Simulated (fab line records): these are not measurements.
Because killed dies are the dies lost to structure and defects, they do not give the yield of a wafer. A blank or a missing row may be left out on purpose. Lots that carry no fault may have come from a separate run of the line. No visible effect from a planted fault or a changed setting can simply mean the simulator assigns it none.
fab line records | flow nand_harc | part 1 of 2: steps 1 to 19 of 35
[record] lots = 5 | wafers = 15 | last_day = 24
route steps=1159 shown P_M2@331 P_BONDPAD@351
lots untouched by any fault: they come from a run of this same line in which no faults occurred
start_h: hours from the record's first day to the start of the lot's first wafer shown | wait_h: hours since the lot's step before | " identical to the entry in the row above | L1.1+2: a row that stands for several wafers | - no value, or no start given | * or withheld: withheld | < > ~ a bound
route shown NAME@n: names a module that has steps shown in the file, with the first one's number in the route | usual: mean/standard deviation taken from wafers without a fault | same: alike in all rows | chamber/n: place in a boat | sites: each site's reading | _std_site: the values' standard deviation | _edge_site: inner sites' mean taken away from outer sites' mean | radius_mm: for every site, how far away it sits from the centre of the wafer | mask NAME#n: copy n | behind: tool/chamber where the wafer was last shaped | hold: cause of the lot's hold/its duration in hours/its outcome | device: whichever transistor did not switch (one of n, p or np) | end of line: the route-end tests of the same wafers | for a step that has no rows: nothing shown but its recipe | killed: the dies lost at the first sort to structure and to defects; this is not the yield of the wafer | map: dies across one wafer; x = killed, . = not, _ = none there
set.NAME: the setting as run; set.NAME@STEP: as run at that earlier step | model.NAME: the simulator's own value behind a step, which no gauge read
lots at some steps of the route; a table a step, a row a wafer
services: the hour from which a tool's chamber was out of use, counted from the record's first day as start_h (under 0 if before that day), plus the number of hours and why
[[steps]]
[step NHARC_P_M2_DESCUM_14]
[recipe] time_s = 3 | o2_flow_sccm = 200 | ar_flow_sccm = 0 | bias_power_w = 0 | chemistry = O2
[usual] chamber_pressure_mTorr = 60.00/0.053 | drypump_motor_current_A = 5.7/0.35 | oes_product_au = 0.999/0.011 | rf_vpp_V = 57.9/0.77 | showerhead_plenum_p_Torr = 1.95/0.061 | throttle_valve_pct = 11.312/0.0084
lot.wafer | tool        | chamber | start_h | wait_h | chamber_pressure_mTorr | drypump_motor_current_A | oes_product_au | rf_hours_counter_h | rf_vpp_V | showerhead_plenum_p_Torr | throttle_valve_pct
L077.1    | rie_diel-10 | 1       | 150.00  | 0.1    | 60.05                  | 5.8                     | 1.017          | 5                  | 58.2     | 1.95                     | 11.304
L077.5    | "           | 0       | "       | "      | 60.05                  | 5.7                     | 0.996          | -                  | 57.9     | 1.90                     | 11.319
L077.6    | "           | 1       | "       | "      | 60.02                  | 5.8                     | 1.002          | -                  | 58.4     | 1.95                     | 11.308
L088.1    | rie_diel-01 | 0       | 217.62  | 0.1    | 59.96                  | 6.1                     | 0.991          | 22                 | 57.9     | 2.07                     | 11.310
L088.5    | "           | 1       | "       | "      | 60.02                  | 5.7                     | 1.022          | -                  | 57.5     | 1.93                     | 11.315
L088.4    | "           | 2       | "       | "      | 60.02                  | 5.5                     | 0.996          | -                  | 57.6     | 1.90                     | 11.320
L093.1    | rie_diel-10 | 3       | 239.05  | 0.1    | 60.03                  | 5.6                     | 1.001          | 2                  | 57.2     | 1.97                     | 11.297
L093.4    | "           | 1       | "       | "      | 59.96                  | 5.8                     | 1.017          | 2                  | 59.0     | 1.95                     | 11.333
L093.6    | "           | 3       | "       | "      | 60.04                  | 5.6                     | 1.000          | -                  | 57.4     | 1.97                     | 11.302
L096.2    | rie_diel-10 | 3       | 264.90  | 0.1    | 60.06                  | 5.6                     | 0.994          | 3                  | 57.7     | 1.97                     | 11.304
L096.3    | "           | 2       | "       | "      | 60.00                  | 5.5                     | 0.999          | 3                  | 57.5     | 1.97                     | 11.303
L096.5    | "           | 3       | "       | "      | 59.96                  | 5.6                     | 0.996          | -                  | 58.5     | 1.97                     | 11.306
L097.2    | rie_diel-10 | 1       | 265.58  | 0.1    | 60.01                  | 5.8                     | 1.018          | 3                  | 58.9     | 1.95                     | 11.307
L097.3    | "           | 2       | "       | "      | 59.92                  | 5.5                     | 0.996          | 3                  | 57.0     | 1.97                     | 11.309
L097.5    | "           | 1       | "       | "      | 59.97                  | 5.8                     | 1.014          | -                  | 57.3     | 1.95                     | 11.303
[step NHARC_P_M2_ETCH_35]
[recipe] target_depth_a = 400 | overetch_a = 120 | time_s = 43.94 | ion_energy_ev = 200 | n2_flow_sccm = 150 | h2_flow_sccm = 150 | ar_flow_sccm = 0 | rf_w = 400 | bias_w = 150 | chemistry = N2/H2
[usual] chamber_pressure_mTorr = 30.00/0.056 | drypump_motor_current_A = 5.7/0.35 | oes_product_au = 0.999/0.011 | rf_fwd_power_W = 394.6/1.8 | rf_vpp_V = 431.6/2.1 | showerhead_plenum_p_Torr = 2.07/0.068 | throttle_valve_pct = 14.171/0.0091
lot.wafer | tool        | chamber | start_h | wait_h | chamber_pressure_mTorr | drypump_motor_current_A | oes_product_au | rf_fwd_power_W | rf_hours_counter_h | rf_vpp_V | showerhead_plenum_p_Torr | throttle_valve_pct
L077.1    | rie_diel-10 | 2       | 150.09  | 0.1    | 29.99                  | 5.5                     | 0.999          | 391.4          | 5                  | 432.9    | 2.11                     | 14.158
L077.5    | "           | 0       | "       | "      | 30.04                  | 5.7                     | 1.002          | 395.0          | -                  | 429.4    | 2.02                     | 14.145
L077.6    | "           | 1       | "       | "      | 29.97                  | 5.8                     | 1.022          | 395.4          | -                  | 433.1    | 2.08                     | 14.169
L088.1    | rie_diel-01 | 0       | 217.71  | 0.1    | 30.05                  | 6.0                     | 0.991          | 396.7          | 22                 | 434.6    | 2.21                     | 14.172
L088.4    | "           | 1       | "       | "      | 30.05                  | 5.6                     | 1.007          | 396.0          | -                  | 430.6    | 2.06                     | 14.164
L088.5    | "           | 2       | "       | "      | 29.99                  | 5.5                     | 0.994          | 395.5          | -                  | 429.4    | 2.02                     | 14.178
L093.1    | rie_diel-10 | 0       | 239.14  | 0.1    | 30.01                  | 5.7                     | 0.985          | 394.2          | 2                  | 430.9    | 2.02                     | 14.161
L093.4    | "           | 1       | "       | "      | 30.02                  | 5.8                     | 1.004          | 394.4          | 2                  | 430.1    | 2.08                     | 14.190
L093.6    | "           | 0       | "       | "      | 30.03                  | 5.7                     | 0.995          | 394.2          | -                  | 429.7    | 2.02                     | 14.165
L096.3    | rie_diel-10 | 1       | 265.00  | 0.1    | 30.00                  | 5.8                     | 1.016          | 394.7          | 3                  | 431.4    | 2.08                     | 14.161
L096.2    | "           | 2       | "       | "      | 29.97                  | 5.5                     | 1.002          | 394.8          | 3                  | 433.9    | 2.11                     | 14.173
L096.5    | "           | 0       | "       | "      | 29.99                  | 5.7                     | 0.989          | 394.0          | -                  | 429.9    | 2.02                     | 14.171
L097.3    | rie_diel-10 | 0       | 265.66  | 0.1    | 30.03                  | 5.7                     | 0.994          | 394.5          | 3                  | 428.8    | 2.02                     | 14.175
L097.2    | "           | 3       | "       | "      | 29.97                  | 5.6                     | 0.995          | 396.7          | 3                  | 433.1    | 2.10                     | 14.172
L097.5    | "           | 1       | "       | "      | 29.95                  | 5.8                     | 1.015          | 394.7          | -                  | 431.1    | 2.08                     | 14.182
[step NHARC_P_M2_ETCH_15]
[recipe] target_depth_a = 1825 | time_s = 91.2 | c4f8_flow_sccm = withheld | ar_flow_sccm = 400 | rf_w = 600 | bias_w = 300 | chemistry = C4F8/Ar
[usual] chamber_pressure_mTorr = 25.000/0.023 | oes_product_au = 0.948/0.027 | rf_fwd_power_W = 595.2/2.2 | rf_vpp_V = 441.7/2.1
lot.wafer | tool        | chamber | start_h | wait_h | chamber_pressure_mTorr | oes_product_au | rf_fwd_power_W | rf_hours_counter_h | rf_vpp_V
L077.1    | rie_diel-10 | 0       | -       | -      | 25.002                 | 0.962          | 594.7          | 5                  | 441.2
L077.6    | "           | 0       | "       | "      | 24.964                 | 0.956          | 597.4          | -                  | 439.3
L077.5    | "           | 1       | "       | "      | 25.000                 | 0.967          | 596.6          | -                  | 442.4
L088.1    | rie_diel-01 | 0       | -       | -      | 25.030                 | 0.906          | 596.4          | 22                 | 445.0
L088.5    | "           | 1       | "       | "      | 24.971                 | 0.939          | 596.1          | -                  | 441.3
L088.4    | "           | 2       | "       | "      | 25.003                 | 0.914          | 593.9          | -                  | 441.9
L093.1    | rie_diel-10 | 0       | -       | -      | 24.999                 | 0.943          | 594.9          | 2                  | 440.6
L093.4    | "           | 3       | "       | "      | 25.029                 | 0.946          | 601.3          | 2                  | 442.1
L093.6    | "           | 0       | "       | "      | 24.984                 | 0.946          | 597.2          | -                  | 441.0
L096.3    | rie_diel-10 | 1       | -       | -      | 24.970                 | 0.990          | 599.5          | 3                  | 442.2
L096.2    | "           | 3       | "       | "      | 24.984                 | 0.965          | 597.1          | 3                  | 441.9
L096.5    | "           | 2       | "       | "      | 25.018                 | 0.983          | 593.8          | -                  | 442.6
L097.2    | rie_diel-10 | 1       | -       | -      | 24.958                 | 0.979          | 591.5          | 3                  | 442.0
L097.3    | "           | 2       | "       | "      | 25.015                 | 0.970          | 591.2          | 3                  | 443.5
L097.5    | "           | 1       | "       | "      | 24.952                 | 0.963          | 594.0          | -                  | 442.9
[step NHARC_P_M2_CD_MEAS_16]
[usual] cd_nm = 169.9/0.89
lot.wafer | tool      | chamber | start_h | wait_h | cd_nm
L077.1    | cd_sem-03 | -       | 150.30  | -      | 170.0
L077.5    | "         | -       | "       | "      | 170.9
L077.6    | "         | -       | "       | "      | 171.1
L088.1    | cd_sem-02 | -       | 217.94  | -      | 169.7
L088.4    | "         | -       | "       | "      | 168.2
L088.5    | "         | -       | "       | "      | 169.4
L093.1    | cd_sem-03 | -       | 239.36  | -      | 170.1
L093.4    | "         | -       | "       | "      | 169.8
L093.6    | "         | -       | "       | "      | 170.3
L096.2    | cd_sem-01 | -       | 265.21  | -      | 168.7
L096.3    | "         | -       | "       | "      | 169.5
L096.5    | "         | -       | "       | "      | 169.5
L097.2    | cd_sem-02 | -       | 265.89  | -      | 169.5
L097.3    | "         | -       | "       | "      | 170.0
L097.5    | "         | -       | "       | "      | 169.6
[step NHARC_P_M2_STRIP_18]
[recipe] power_w = 1000 | n2_flow_sccm = 150 | h2_flow_sccm = 150 | ar_flow_sccm = 0 | bias_w = 0 | chemistry = N2/H2
[usual] chamber_pressure_mTorr = 29.998/0.026 | drypump_motor_current_A = 5.7/0.37 | oes_product_au = 0.998/0.011 | rf_fwd_power_W = 997/3.3 | rf_vpp_V = 90.9/0.92 | showerhead_plenum_p_Torr = 2.08/0.074 | throttle_valve_pct = 14.171/0.0093
lot.wafer | tool        | chamber | start_h | wait_h | chamber_pressure_mTorr | drypump_motor_current_A | oes_product_au | rf_fwd_power_W | rf_hours_counter_h | rf_vpp_V | showerhead_plenum_p_Torr | throttle_valve_pct
L077.1    | rie_diel-07 | 0       | 150.44  | 0.1    | 29.979                 | 5.7                     | 0.976          | 994            | 18                 | 88.6     | 1.93                     | 14.165
L077.5    | "           | 2       | "       | "      | 29.962                 | 5.5                     | 1.001          | 994            | -                  | 88.9     | 1.98                     | 14.175
L077.6    | "           | 3       | "       | "      | 29.980                 | 6.8                     | 0.991          | 1001           | -                  | 91.6     | 2.16                     | 14.164
L088.1    | rie_diel-01 | 0       | 218.05  | 0.1    | 30.018                 | 6.0                     | 0.996          | 990            | 22                 | 91.4     | 2.21                     | 14.187
L088.4    | "           | 2       | "       | "      | 30.025                 | 5.5                     | 1.003          | 996            | -                  | 89.8     | 2.02                     | 14.184
L088.5    | "           | 0       | "       | "      | 30.029                 | 6.0                     | 0.989          | 992            | -                  | 90.5     | 2.21                     | 14.165
L093.1    | rie_diel-07 | 3       | 239.43  | 0.1    | 29.983                 | 6.8                     | 0.989          | 997            | 1                  | 91.7     | 2.15                     | 14.169
L093.4    | "           | 0       | "       | "      | 29.982                 | 5.7                     | 0.982          | 989            | 1                  | 89.2     | 1.93                     | 14.158
L093.6    | "           | 0       | "       | "      | 29.994                 | 5.7                     | 0.984          | 992            | -                  | 89.5     | 1.93                     | 14.183
L096.2    | rie_diel-01 | 2       | 265.28  | 0.1    | 30.019                 | 5.5                     | 1.009          | 998            | 39                 | 90.0     | 2.02                     | 14.177
L096.3    | "           | 0       | "       | "      | 29.957                 | 6.0                     | 0.992          | 1000           | 39                 | 90.3     | 2.20                     | 14.181
L096.5    | "           | 3       | "       | "      | 30.006                 | 5.0                     | 1.009          | 999            | -                  | 93.1     | 2.09                     | 14.176
L097.2    | rie_diel-10 | 3       | 265.99  | 0.1    | 30.021                 | 5.6                     | 1.008          | 997            | 3                  | 91.5     | 2.10                     | 14.175
L097.3    | "           | 0       | "       | "      | 30.024                 | 5.7                     | 0.984          | 997            | 3                  | 90.3     | 2.02                     | 14.161
L097.5    | "           | 2       | "       | "      | 30.007                 | 5.5                     | 1.002          | 999            | -                  | 92.1     | 2.10                     | 14.165
[step NHARC_P_M2_ETCH_28]
[recipe] target_depth_a = 300 | over_etch_frac = 0.3 | time_s = 72.99 | ion_energy_ev = 150 | cf4_flow_sccm = 50 | n2_flow_sccm = 100 | ar_flow_sccm = 150 | rf_w = 300 | bias_w = 100 | chemistry = CF4/N2
[usual] chamber_pressure_mTorr = 30.003/0.025 | drypump_motor_current_A = 5.7/0.39 | oes_product_au = 0.998/0.011 | rf_fwd_power_W = 297.0/1.2 | rf_vpp_V = 314.9/1.6 | showerhead_plenum_p_Torr = 2.66/0.085 | throttle_valve_pct = 19.794/0.0083
[same] over_etch_frac = 0.3
lot.wafer | tool        | chamber | start_h | wait_h | chamber_pressure_mTorr | drypump_motor_current_A | oes_product_au | rf_fwd_power_W | rf_hours_counter_h | rf_vpp_V | showerhead_plenum_p_Torr | throttle_valve_pct
L077.1    | rie_diel-07 | 0       | -       | -      | 30.016                 | 5.7                     | 0.980          | 297.0          | 18                 | 312.4    | 2.50                     | 19.792
L077.5    | "           | 1       | "       | "      | 30.016                 | 5.3                     | 0.986          | 296.5          | -                  | 315.6    | 2.79                     | 19.794
L077.6    | "           | 2       | "       | "      | 29.976                 | 5.5                     | 0.992          | 296.2          | -                  | 313.3    | 2.56                     | 19.791
L088.4    | rie_diel-01 | 2       | -       | -      | 30.007                 | 5.6                     | 0.997          | 296.4          | 24                 | 314.6    | 2.61                     | 19.781
L088.1    | "           | 3       | "       | "      | 29.980                 | 5.0                     | 0.992          | 297.9          | 24                 | 315.4    | 2.70                     | 19.786
L088.5    | "           | 2       | "       | "      | 29.983                 | 5.6                     | 0.999          | 297.1          | -                  | 312.0    | 2.61                     | 19.806
L093.1    | rie_diel-07 | 1       | -       | -      | 30.010                 | 5.4                     | 0.988          | 295.6          | 1                  | 317.3    | 2.78                     | 19.801
L093.4    | "           | 2       | "       | "      | 30.037                 | 5.5                     | 1.004          | 295.1          | 1                  | 313.1    | 2.55                     | 19.778
L093.6    | "           | 3       | "       | "      | 30.082                 | 6.8                     | 0.998          | 296.5          | -                  | 316.8    | 2.76                     | 19.778
L096.3    | rie_diel-01 | 2       | -       | -      | 29.980                 | 5.6                     | 0.999          | 295.8          | 39                 | 313.0    | 2.60                     | 19.803
L096.2    | "           | 3       | "       | "      | 30.040                 | 5.0                     | 1.005          | 297.4          | 39                 | 315.4    | 2.69                     | 19.786
L096.5    | "           | 1       | "       | "      | 29.973                 | 5.6                     | 1.014          | 298.1          | -                  | 314.1    | 2.64                     | 19.793
L097.2    | rie_diel-10 | 1       | -       | -      | 29.993                 | 5.8                     | 1.018          | 297.9          | 3                  | 316.0    | 2.67                     | 19.794
L097.3    | "           | 2       | "       | "      | 30.048                 | 5.5                     | 1.010          | 294.5          | 3                  | 315.2    | 2.70                     | 19.780
L097.5    | "           | 3       | "       | "      | 29.971                 | 5.6                     | 1.010          | 297.7          | -                  | 315.7    | 2.69                     | 19.802
[step NHARC_P_M2_STRIP_19]
[recipe] time_s = 600 | temp_c = 30 | chemistry = post_etch_residue_remover
[usual] temp_c = 30.00/0.1
lot.wafer | tool         | chamber | start_h | wait_h | temp_c
L077.6    | wet_bench-08 | 7       | 150.75  | -      | 30.07
L077.1    | "            | 3       | "       | "      | 30.00
L077.5    | "            | 4       | "       | "      | 29.92
L088.5    | wet_bench-08 | 4       | 218.46  | -      | 30.03
L088.4    | "            | 5       | "       | "      | 30.06
L088.1    | "            | 6       | "       | "      | 30.08
L093.6    | wet_bench-10 | 1       | 239.80  | -      | 30.14
L093.1    | "            | 2       | "       | "      | 29.95
L093.4    | "            | 6       | "       | "      | 30.10
L096.5    | wet_bench-10 | 4       | 265.65  | -      | 30.05
L096.2    | "            | 0       | "       | "      | 29.99
L096.3    | "            | 1       | "       | "      | 29.93
L097.2    | wet_bench-08 | 6       | 266.34  | -      | 30.16
L097.5    | "            | 0       | "       | "      | 29.76
L097.3    | "            | 1       | "       | "      | 30.04
[step NHARC_P_M2_DEGAS_29]
[recipe] temp_c = 250 | time_s = 60
[usual] heater_power_w = 334/33
lot.wafer | tool           | chamber | start_h | wait_h | heater_power_w
L077.1    | pvd_sputter-03 | -       | 151.09  | -      | 367
L077.6    | "              | -       | "       | "      | 284
L077.5    | "              | -       | "       | "      | 364
L088.1    | pvd_sputter-01 | -       | 218.72  | -      | 331
L088.4    | "              | -       | "       | "      | 348
L088.5    | "              | -       | "       | "      | 390
L093.1    | pvd_sputter-01 | -       | 240.07  | -      | 396
L093.4    | "              | -       | "       | "      | 331
L093.6    | "              | -       | "       | "      | 385
L096.3    | pvd_sputter-03 | -       | 265.92  | -      | 367
L096.2    | "              | -       | "       | "      | 363
L096.5    | "              | -       | "       | "      | 357
L097.2    | pvd_sputter-02 | -       | 266.60  | -      | 286
L097.3    | "              | -       | "       | "      | 365
L097.5    | "              | -       | "       | "      | 284
[step NHARC_P_M2_PRE_CLEAN_30]
[recipe] time_s = 30 | temp_c = 280 | gas = H2/He
[usual] heater_power_w = 410/39
lot.wafer | tool           | chamber | start_h | wait_h | heater_power_w
L077.1    | pvd_sputter-03 | -       | -       | -      | 352
L077.5    | "              | -       | "       | "      | 346
L077.6    | "              | -       | "       | "      | 458
L088.4    | pvd_sputter-01 | -       | -       | -      | 416
L088.1    | "              | -       | "       | "      | 474
L088.5    | "              | -       | "       | "      | 414
L093.1    | pvd_sputter-01 | -       | -       | -      | 397
L093.4    | "              | -       | "       | "      | 406
L093.6    | "              | -       | "       | "      | 400
L096.2    | pvd_sputter-03 | -       | -       | -      | 436
L096.3    | "              | -       | "       | "      | 362
L096.5    | "              | -       | "       | "      | 425
L097.3    | pvd_sputter-02 | -       | -       | -      | 342
L097.2    | "              | -       | "       | "      | 439
L097.5    | "              | -       | "       | "      | 366
[step NHARC_P_M2_PVD_20]
[recipe] target_thk_a = 50 | bias_v = 168.6 | power_w = 15000 | chamber_pressure_pa = 0.12 | time_s = 8.06 | substrate_temp_c = 50 | material = TaN
[usual] throttle_valve_pct = 30.0/0.85
lot.wafer | tool           | chamber | start_h | wait_h | throttle_valve_pct
L077.1    | pvd_sputter-03 | -       | -       | -      | 31.4
L077.6    | "              | -       | "       | "      | 31.2
L077.5    | "              | -       | "       | "      | 28.7
L088.4    | pvd_sputter-01 | -       | -       | -      | 29.8
L088.1    | "              | -       | "       | "      | 30.9
L088.5    | "              | -       | "       | "      | 29.5
L093.4    | pvd_sputter-01 | -       | -       | -      | 30.8
L093.1    | "              | -       | "       | "      | 29.7
L093.6    | "              | -       | "       | "      | 29.2
L096.2    | pvd_sputter-03 | -       | -       | -      | 29.3
L096.3    | "              | -       | "       | "      | 30.2
L096.5    | "              | -       | "       | "      | 31.2
L097.2    | pvd_sputter-02 | -       | -       | -      | 30.5
L097.3    | "              | -       | "       | "      | 31.6
L097.5    | "              | -       | "       | "      | 28.9
[step NHARC_P_M2_PVD_21]
[recipe] target_thk_a = 300 | chamber_pressure_pa = 5 | power_w = 5000 | substrate_temp_c = 30 | time_s = 20.49 | material = Cu
[usual] throttle_valve_pct = 30.0/0.84
lot.wafer | tool           | chamber | start_h | wait_h | throttle_valve_pct
L077.1    | pvd_sputter-03 | -       | -       | -      | 28.6
L077.6    | "              | -       | "       | "      | 30.4
L077.5    | "              | -       | "       | "      | 28.8
L088.4    | pvd_sputter-01 | -       | -       | -      | 29.7
L088.1    | "              | -       | "       | "      | 29.3
L088.5    | "              | -       | "       | "      | 29.7
L093.1    | pvd_sputter-01 | -       | -       | -      | 30.8
L093.4    | "              | -       | "       | "      | 30.5
L093.6    | "              | -       | "       | "      | 29.9
L096.2    | pvd_sputter-03 | -       | -       | -      | 31.1
L096.3    | "              | -       | "       | "      | 29.1
L096.5    | "              | -       | "       | "      | 31.2
L097.3    | pvd_sputter-02 | -       | -       | -      | 28.9
L097.2    | "              | -       | "       | "      | 29.8
L097.5    | "              | -       | "       | "      | 29.0
[step NHARC_P_M2_ECD_22]
[recipe] target_thk_a = 4000 | bath_temp_c = 25 | material = Cu
[usual] bath_temp_c = 25.00/0.12
lot.wafer | tool      | chamber | start_h | wait_h | bath_temp_c
L077.1    | ecd_cu-02 | 1       | 151.43  | -      | 25.09
L077.6    | "         | 1       | "       | "      | 25.01
L077.5    | "         | 0       | "       | "      | 25.21
L088.1    | ecd_cu-01 | 0       | 219.08  | -      | 25.04
L088.4    | "         | 1       | "       | "      | 25.01
L088.5    | "         | 1       | "       | "      | 25.04
L093.1    | ecd_cu-01 | 0       | 240.43  | -      | 24.95
L093.4    | "         | 0       | "       | "      | 24.96
L093.6    | "         | 1       | "       | "      | 24.94
L096.2    | ecd_cu-01 | 0       | 266.28  | -      | 24.90
L096.3    | "         | 0       | "       | "      | 24.78
L096.5    | "         | 1       | "       | "      | 25.03
L097.2    | ecd_cu-02 | 0       | 267.01  | -      | 25.07
L097.3    | "         | 1       | "       | "      | 25.06
L097.5    | "         | 0       | "       | "      | 25.20
[step NHARC_P_M2_ANNEAL_31]
[recipe] temp_c = 225 | time_s = 90
[usual] wafer_temp_C_max = 226.3/0.35
lot.wafer | tool          | chamber | start_h | wait_h | wafer_temp_C_max
L077.1    | rtp_anneal-01 | 0       | 151.81  | 0.3    | 226.3
L077.5    | "             | 0       | "       | "      | 226.9
L077.6    | "             | 0       | "       | "      | 226.4
L088.1    | rtp_anneal-01 | 0       | 219.46  | 0.3    | 226.9
L088.4    | "             | 0       | "       | "      | 226.5
L088.5    | "             | 0       | "       | "      | 227.0
L093.1    | rtp_anneal-01 | 0       | 240.81  | 0.3    | 226.7
L093.4    | "             | 0       | "       | "      | 226.0
L093.6    | "             | 0       | "       | "      | 226.4
L096.2    | rtp_anneal-02 | 0       | 266.72  | 0.4    | 226.2
L096.3    | "             | 0       | "       | "      | 226.0
L096.5    | "             | 0       | "       | "      | 226.2
L097.2    | rtp_anneal-01 | 0       | 267.39  | 0.3    | 226.5
L097.3    | "             | 0       | "       | "      | 226.3
L097.5    | "             | 0       | "       | "      | 227.4
[step NHARC_P_M2_CMP_23]
[recipe] t_overpolish_s = 20 | target_thk_nm = 144.3
[usual] motor_current_A = 11.8/0.92 | time_to_endpoint_s = 28.4/2.5
lot.wafer | tool   | chamber | start_h | wait_h | motor_current_A | time_to_endpoint_s
L077.1    | cmp-01 | 1       | 152.21  | -      | 10.7            | 29.5
L077.6    | "      | 3       | "       | "      | 10.9            | 28.5
L077.5    | "      | 0       | "       | "      | 13.5            | 30.0
L088.4    | cmp-03 | 3       | 219.81  | -      | 10.8            | 33.2
L088.1    | "      | 0       | "       | "      | 11.4            | 29.6
L088.5    | "      | 3       | "       | "      | 11.2            | 34.3
L093.4    | cmp-02 | 1       | 241.19  | -      | 12.0            | 29.1
L093.1    | "      | 3       | "       | "      | 11.2            | 27.8
L093.6    | "      | 0       | "       | "      | 13.9            | 24.4
L096.3    | cmp-01 | 0       | 267.01  | -      | 13.0            | 30.9
L096.2    | "      | 2       | "       | "      | 10.5            | 25.2
L096.5    | "      | 1       | "       | "      | 11.3            | 27.9
L097.2    | cmp-01 | 1       | 267.71  | -      | 11.6            | 32.4
L097.3    | "      | 2       | "       | "      | 10.9            | 28.2
L097.5    | "      | 2       | "       | "      | 10.6            | 27.5
[step NHARC_P_M2_THK_MEAS_24]
[recipe] thk_meas_gauge = xrf
[usual] thk_nm = 144.0/1.4
lot.wafer | tool          | chamber | start_h | wait_h | thk_nm
L077.1    | film_metro-01 | -       | 152.46  | -      | 144.2
L077.5    | "             | -       | "       | "      | 144.7
L077.6    | "             | -       | "       | "      | 144.3
L088.1    | film_metro-01 | -       | 220.12  | -      | 145.6
L088.4    | "             | -       | "       | "      | 143.8
L088.5    | "             | -       | "       | "      | 144.0
L093.1    | film_metro-02 | -       | 241.48  | -      | 145.8
L093.4    | "             | -       | "       | "      | 145.1
L093.6    | "             | -       | "       | "      | 143.2
L096.2    | film_metro-02 | -       | 267.33  | -      | 142.6
L096.3    | "             | -       | "       | "      | 144.9
L096.5    | "             | -       | "       | "      | 144.9
L097.2    | film_metro-01 | -       | 268.03  | -      | 144.6
L097.3    | "             | -       | "       | "      | 143.2
L097.5    | "             | -       | "       | "      | 142.1
[step NHARC_P_M2_SRD_25]
lot.wafer  | tool         | chamber | start_h | wait_h
L077.6+1+5 | wet_bench-08 | 5,0,1   | 152.51  | 0.0
L088.1+4+5 | wet_bench-10 | 0,1,5   | 220.16  | 0.0
L093.1+4+6 | wet_bench-10 | 3,4,6   | 241.52  | 0.0
L096.2+5+3 | wet_bench-10 | 1,2,5   | 267.37  | 0.0
L097.2+5+3 | wet_bench-08 | 7,1,2   | 268.07  | 0.0
[step NHARC_P_M2_INSPECT_27]
[usual] raw_defect_count = 299/99
lot.wafer | tool              | chamber | start_h | wait_h | raw_defect_count
L077.1    | defect_inspect-02 | -       | 152.66  | 0.0    | 268
L077.5    | "                 | -       | "       | "      | 255
L077.6    | "                 | -       | "       | "      | 214
L088.1    | defect_inspect-01 | -       | 220.29  | 0.0    | 301
L088.4    | "                 | -       | "       | "      | 469
L088.5    | "                 | -       | "       | "      | 453
L093.1    | defect_inspect-02 | -       | 241.65  | 0.0    | 240
L093.4    | "                 | -       | "       | "      | 203
L093.6    | "                 | -       | "       | "      | 190
L096.2    | defect_inspect-01 | -       | 267.49  | 0.0    | 272
L096.3    | "                 | -       | "       | "      | 318
L096.5    | "                 | -       | "       | "      | 221
L097.2    | defect_inspect-02 | -       | 268.18  | 0.0    | 255
L097.3    | "                 | -       | "       | "      | 382
L097.5    | "                 | -       | "       | "      | 311
[step NHARC_P_M2_PRE_CLEAN_32]
[recipe] time_s = 12 | temp_c = 370 | rf_power_w = 300 | gas = NH3
[usual] heater_power_outer_w = 368/56 | heater_power_w = 649/82 | rf_fwd_power_W = 292.6/1
lot.wafer | tool     | chamber | start_h | wait_h | heater_power_outer_w | heater_power_w | rf_fwd_power_W | since_wet_clean_h
L077.1    | pecvd-01 | 2       | 152.74  | 0.1    | 273                  | 561            | 291.1          | 84
L077.6    | "        | 2       | "       | "      | 276                  | 543            | 290.8          | -
L077.5    | "        | 0       | "       | "      | 308                  | 594            | 293.2          | -
L088.1    | pecvd-02 | 0       | 220.38  | 0.1    | 293                  | 507            | 292.3          | 54
L088.5    | "        | 1       | "       | "      | 324                  | 578            | 292.2          | -
L088.4    | "        | 2       | "       | "      | 364                  | 721            | 293.2          | -
L093.1    | pecvd-02 | 0       | 241.73  | 0.1    | 361                  | 605            | 292.0          | 76
L093.6    | "        | 2       | "       | "      | 374                  | 707            | 292.5          | -
L093.4    | "        | 1       | "       | "      | 403                  | 682            | 293.3          | -
L096.3    | pecvd-01 | 1       | 267.55  | 0.1    | 396                  | 672            | 293.1          | 17
L096.2    | "        | 2       | "       | "      | 267                  | 546            | 292.6          | 17
L096.5    | "        | 1       | "       | "      | 394                  | 656            | 291.6          | -
L097.2    | pecvd-02 | 1       | 268.27  | 0.1    | 383                  | 654            | 292.4          | 102
L097.3    | "        | 1       | "       | "      | 388                  | 660            | 292.9          | -
L097.5    | "        | 1       | "       | "      | 397                  | 654            | 292.5          | -
[step NHARC_P_M2_DEP_33]
[recipe] target_thk_a = 300 | temp_c = 370 | target_thk_nm = 30 | pressure_torr = 3 | flow_sccm = 200 | rf_w = 450 | material = SiCN
[usual] chamber_pressure_Torr = 3.000/0.0058 | heater_power_outer_w = 323/48 | heater_power_w = 591/69 | rf_fwd_power_W = 449.2/1.4
lot.wafer | tool     | chamber | start_h | wait_h | chamber_pressure_Torr | heater_power_outer_w | heater_power_w | rf_fwd_power_W | since_wet_clean_h
L077.1    | pecvd-01 | 2       | 152.85  | 0.1    | 2.991                 | 288                  | 571            | 452.2          | 84
L077.6    | "        | 2       | "       | "      | 3.002                 | 291                  | 573            | 451.2          | -
L077.5    | "        | 0       | "       | "      | 3.000                 | 285                  | 564            | 448.8          | -
L088.1    | pecvd-02 | 0       | 220.52  | 0.1    | 3.002                 | 329                  | 571            | 449.6          | 55
L088.5    | "        | 1       | "       | "      | 3.007                 | 370                  | 646            | 450.0          | -
L088.4    | "        | 2       | "       | "      | 3.003                 | 360                  | 688            | 449.9          | -
L093.1    | pecvd-02 | 0       | 241.83  | 0.1    | 2.997                 | 322                  | 541            | 450.7          | 76
L093.6    | "        | 2       | "       | "      | 2.998                 | 360                  | 717            | 450.3          | -
L093.4    | "        | 1       | "       | "      | 3.011                 | 278                  | 510            | 448.0          | -
L096.3    | pecvd-01 | 1       | 267.63  | 0.1    | 2.994                 | 353                  | 600            | 448.9          | 18
L096.2    | "        | 2       | "       | "      | 2.993                 | 260                  | 539            | 449.8          | 18
L096.5    | "        | 1       | "       | "      | 3.004                 | 353                  | 613            | 448.6          | -
L097.2    | pecvd-02 | 1       | 268.44  | 0.1    | 3.002                 | 340                  | 593            | 449.5          | 102
L097.3    | "        | 1       | "       | "      | 2.999                 | 339                  | 603            | 449.9          | -
L097.5    | "        | 1       | "       | "      | 2.996                 | 341                  | 594            | 450.0          | -
